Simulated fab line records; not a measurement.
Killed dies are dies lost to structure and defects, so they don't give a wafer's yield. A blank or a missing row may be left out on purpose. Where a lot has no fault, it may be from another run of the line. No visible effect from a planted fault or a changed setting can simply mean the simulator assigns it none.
Chamber matching | flow nand_harc | 4 sister chambers for NHARC_P_M2_ETCH_35 on rie_diel-09
The step etches the open film in N2/H2, target depth 40 nm, overetch 12 nm, time 43.94 s. 8 wafers are shown with their chamber, then 10 later ones without.

## WAFERS, EACH WITH ITS CHAMBER
wafer  | chamber | showerhead_plenum_p_Torr (Torr) | drypump_motor_current_A (A)
L076.2 | 2       | 1.94                            | 5.8
L078.5 | 1       | 2.11                            | 6.3
L078.6 | 0       | 1.93                            | 5.9
L077.1 | 3       | 1.90                            | 6.2
L077.2 | 1       | 2.11                            | 6.4
L077.5 | 2       | 1.94                            | 5.8
L079.1 | 3       | 1.89                            | 6.1
L079.5 | 0       | 1.93                            | 5.9

## WAFERS WITHOUT THEIR CHAMBER
wafer  | showerhead_plenum_p_Torr (Torr) | drypump_motor_current_A (A)
L079.6 | 1.89                            | 6.1
L084.3 | 1.94                            | 5.8
L084.4 | 1.89                            | 6.2
L084.5 | 1.89                            | 6.2
L086.3 | 1.94                            | 5.8
L086.4 | 1.89                            | 6.2
L086.6 | 1.94                            | 5.8
L097.1 | 1.89                            | 6.2
L097.3 | 2.10                            | 6.3
L097.6 | 1.93                            | 5.8

## WHICH CHAMBER EACH ONE RAN IN
wafer  | from the rows above     | in truth
L079.6 | 3                       | 3
L084.3 | 2                       | 2
L084.4 | 3                       | 3
L084.5 | 3                       | 3
L086.3 | 2                       | 2
L086.4 | 3                       | 3
L086.6 | 2                       | 2
L097.1 | 3                       | 3
L097.3 | 1                       | 1
L097.6 | can't be placed: 0 or 2 | 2
Correctly placed: 9 of 10. These rows do not allow placing 1 (true chamber among the candidates in 1). Placed wrongly: 0.
How it was worked out, from the rows above alone: a wafer's distance from a chamber is the root of the sum, over the readings, of the square of ((its reading less the chamber's mean) divided by the reading's scatter). The wafer belongs to the nearest chamber; if the next one is less than 2 further off, it can't be placed. The mean given for a chamber averages the wafers shown for that chamber. How the scatter is found: for the shown wafers, subtract from each reading the mean of its chamber, square and add these, divide the total by (wafers less chambers), then take the root.
